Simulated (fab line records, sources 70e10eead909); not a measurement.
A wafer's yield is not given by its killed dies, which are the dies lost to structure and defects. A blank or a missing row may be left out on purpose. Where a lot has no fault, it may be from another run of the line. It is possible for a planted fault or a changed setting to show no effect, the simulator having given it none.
Chamber matching || flow nand-harc || rie-diel-09 running NHARC_A_SGD_CUT_ETCH_58: 4 sister chambers
The step etches the open film in CF4, target depth 39 nm, time 65 s. 18 wafers are shown with their chamber, then 9 later ones without.

WAFERS WITH THEIR CHAMBER
{"wafer": "L074.2", "chamber": 0, "drypump-motor-current-A (A)": 5.8, "oes-product-au (a.u.)": 1.012, "rf-vpp-V (V)": 151.5}
{"wafer": "L074.3", "chamber": 3, "drypump-motor-current-A (A)": 6.2, "oes-product-au (a.u.)": 1.009, "rf-vpp-V (V)": 150.5}
{"wafer": "L074.5", "chamber": 3, "drypump-motor-current-A (A)": 6.1, "oes-product-au (a.u.)": 1.018, "rf-vpp-V (V)": 150.0}
{"wafer": "L077.1", "chamber": 1, "drypump-motor-current-A (A)": 5.8, "oes-product-au (a.u.)": 1.010, "rf-vpp-V (V)": 150.8}
{"wafer": "L077.2", "chamber": 2, "drypump-motor-current-A (A)": 6.0, "oes-product-au (a.u.)": 1.003, "rf-vpp-V (V)": 152.2}
{"wafer": "L077.5", "chamber": 3, "drypump-motor-current-A (A)": 6.1, "oes-product-au (a.u.)": 1.009, "rf-vpp-V (V)": 151.2}
{"wafer": "L082.1", "chamber": 3, "drypump-motor-current-A (A)": 6.1, "oes-product-au (a.u.)": 1.010, "rf-vpp-V (V)": 150.0}
{"wafer": "L082.2", "chamber": 1, "drypump-motor-current-A (A)": 5.9, "oes-product-au (a.u.)": 1.014, "rf-vpp-V (V)": 149.7}
{"wafer": "L082.5", "chamber": 1, "drypump-motor-current-A (A)": 5.9, "oes-product-au (a.u.)": 1.013, "rf-vpp-V (V)": 151.1}
{"wafer": "L084.2", "chamber": 3, "drypump-motor-current-A (A)": 6.2, "oes-product-au (a.u.)": 1.014, "rf-vpp-V (V)": 151.2}
{"wafer": "L084.4", "chamber": 1, "drypump-motor-current-A (A)": 5.8, "oes-product-au (a.u.)": 1.017, "rf-vpp-V (V)": 151.1}
{"wafer": "L084.6", "chamber": 0, "drypump-motor-current-A (A)": 5.8, "oes-product-au (a.u.)": 0.996, "rf-vpp-V (V)": 152.1}
{"wafer": "L086.1", "chamber": 0, "drypump-motor-current-A (A)": 5.9, "oes-product-au (a.u.)": 0.993, "rf-vpp-V (V)": 150.8}
{"wafer": "L086.3", "chamber": 3, "drypump-motor-current-A (A)": 6.1, "oes-product-au (a.u.)": 1.010, "rf-vpp-V (V)": 151.3}
{"wafer": "L086.5", "chamber": 0, "drypump-motor-current-A (A)": 5.8, "oes-product-au (a.u.)": 0.998, "rf-vpp-V (V)": 153.0}
{"wafer": "L088.2", "chamber": 1, "drypump-motor-current-A (A)": 5.9, "oes-product-au (a.u.)": 1.009, "rf-vpp-V (V)": 149.8}
{"wafer": "L088.4", "chamber": 0, "drypump-motor-current-A (A)": 5.8, "oes-product-au (a.u.)": 0.986, "rf-vpp-V (V)": 152.1}
{"wafer": "L088.6", "chamber": 3, "drypump-motor-current-A (A)": 6.1, "oes-product-au (a.u.)": 0.998, "rf-vpp-V (V)": 151.9}

SIGNATURES, as means of the wafers listed above
{"reading": "drypump-motor-current-A", "chamber 0": 5.820, "chamber 1": 5.860, "chamber 2": 6.000, "chamber 3": 6.129, "scatter within a chamber": 0.0495}
{"reading": "oes-product-au", "chamber 0": 0.99700, "chamber 1": 1.01260, "chamber 2": 1.00300, "chamber 3": 1.00971, "scatter within a chamber": 0.00671}
{"reading": "rf-vpp-V", "chamber 0": 151.900, "chamber 1": 150.500, "chamber 2": 152.200, "chamber 3": 150.871, "scatter within a chamber": 0.742}
Rule: a wafer's distance from a chamber is the root of the sum, over the readings, of the square of ((its reading less the chamber's mean) divided by the reading's scatter). The wafer belongs to the nearest chamber; if the next one is less than 2 further off, it can't be placed. The scatter: the root of (the sum of the squares of (reading less its chamber's mean) over the shown wafers, divided by (wafers less chambers)).

WAFERS WITH NO CHAMBER GIVEN
{"wafer": "L090.1", "drypump-motor-current-A (A)": 6.0, "oes-product-au (a.u.)": 0.993, "rf-vpp-V (V)": 151.4}
{"wafer": "L090.3", "drypump-motor-current-A (A)": 5.8, "oes-product-au (a.u.)": 0.994, "rf-vpp-V (V)": 152.0}
{"wafer": "L090.6", "drypump-motor-current-A (A)": 6.0, "oes-product-au (a.u.)": 1.001, "rf-vpp-V (V)": 149.4}
{"wafer": "L093.1", "drypump-motor-current-A (A)": 5.8, "oes-product-au (a.u.)": 1.004, "rf-vpp-V (V)": 152.0}
{"wafer": "L093.3", "drypump-motor-current-A (A)": 5.8, "oes-product-au (a.u.)": 1.012, "rf-vpp-V (V)": 149.2}
{"wafer": "L093.5", "drypump-motor-current-A (A)": 5.8, "oes-product-au (a.u.)": 1.006, "rf-vpp-V (V)": 151.4}
{"wafer": "L096.2", "drypump-motor-current-A (A)": 5.8, "oes-product-au (a.u.)": 0.981, "rf-vpp-V (V)": 151.1}
{"wafer": "L096.5", "drypump-motor-current-A (A)": 5.8, "oes-product-au (a.u.)": 0.994, "rf-vpp-V (V)": 152.7}
{"wafer": "L096.6", "drypump-motor-current-A (A)": 6.1, "oes-product-au (a.u.)": 1.008, "rf-vpp-V (V)": 151.3}

CHAMBER TAKEN BY EACH
{"wafer": "L090.1", "from the rows above": "can't be placed: 2 or 3 or 0", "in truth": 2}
{"wafer": "L090.3", "from the rows above": 0, "in truth": 0}
{"wafer": "L090.6", "from the rows above": "can't be placed: 3 or 1 or 2 or 0", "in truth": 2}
{"wafer": "L093.1", "from the rows above": "can't be placed: 0 or 1", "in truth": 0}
{"wafer": "L093.3", "from the rows above": 1, "in truth": 1}
{"wafer": "L093.5", "from the rows above": "can't be placed: 0 or 1", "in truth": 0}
{"wafer": "L096.2", "from the rows above": 0, "in truth": 0}
{"wafer": "L096.5", "from the rows above": 0, "in truth": 0}
{"wafer": "L096.6", "from the rows above": "can't be placed: 3 or 2", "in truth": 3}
Correct placement for 4 of the 9. From these rows, 5 cannot be placed; in 5 the true chamber is one of the candidates. Wrongly placed: 0.
